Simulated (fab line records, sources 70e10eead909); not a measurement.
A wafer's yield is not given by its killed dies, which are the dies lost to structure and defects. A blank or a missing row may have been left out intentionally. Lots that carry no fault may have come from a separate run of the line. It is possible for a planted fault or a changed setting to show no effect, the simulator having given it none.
Matching of chambers ; flow nandHarc ; rieDiel-09 running NHARC_P_GATE_DESCUM_93: 4 sister chambers
The step chemistry O2, time 3 s. 14 wafers are shown with their chamber, then 7 later ones without.

WAFERS, EACH WITH ITS CHAMBER
wafer;chamber;showerheadPlenumPTorr (Torr);drypumpMotorCurrentA (A);oesProductAu (a.u.)
L077.1;2;1.99;5.6;0.989
L077.3;0;1.98;6.4;0.987
L077.6;1;1.81;5.0;1.005
L077.2;1;1.81;5.0;1.016
L077.4;3;2.03;5.6;1.023
L077.5;0;1.98;6.3;0.982
L081.2;1;1.81;5.0;0.999
L081.4;2;1.99;5.6;0.981
L081.6;0;1.98;6.4;0.980
L084.2;2;1.99;5.6;0.995
L084.4;0;1.98;6.4;0.984
L084.5;2;1.99;5.6;0.983
L085.3;0;1.97;6.4;0.989
L085.4;3;2.03;5.6;1.018

SIGNATURES (averages over the wafers above)
reading;chamber 0;chamber 1;chamber 2;chamber 3;scatter within a chamber
showerheadPlenumPTorr;1.9780;1.8100;1.9900;2.0300;0.00283
drypumpMotorCurrentA;6.380;5.000;5.600;5.600;0.0283
oesProductAu;0.98440;1.00667;0.98700;1.02050;0.00578
Rule: a wafer's distance from a chamber is the root of the sum, over the readings, of the square of ((its reading less the chamber's mean) divided by the reading's scatter). The wafer belongs to the nearest chamber; if the next one is less than 2 further off, it can't be placed. How the scatter is found: for the shown wafers, subtract from each reading the mean of its chamber, square and add these, divide the total by (wafers less chambers), then take the root.

WAFERS WITH NO CHAMBER GIVEN
wafer;showerheadPlenumPTorr (Torr);drypumpMotorCurrentA (A);oesProductAu (a.u.)
L085.6;1.80;5.0;1.021
L086.2;1.97;6.3;0.996
L086.4;1.98;5.6;0.983
L086.5;1.80;5.0;1.006
L091.1;1.98;5.6;0.979
L091.2;1.80;5.0;1.009
L091.5;1.80;5.0;1.010

EACH ONE'S CHAMBER
wafer;from the rows above;in truth
L085.6;1;1
L086.2;0;0
L086.4;2;2
L086.5;1;1
L091.1;2;2
L091.2;1;1
L091.5;1;1
Correctly placed: 7 of 7. From these rows, 0 cannot be placed. Placed wrongly: 0.
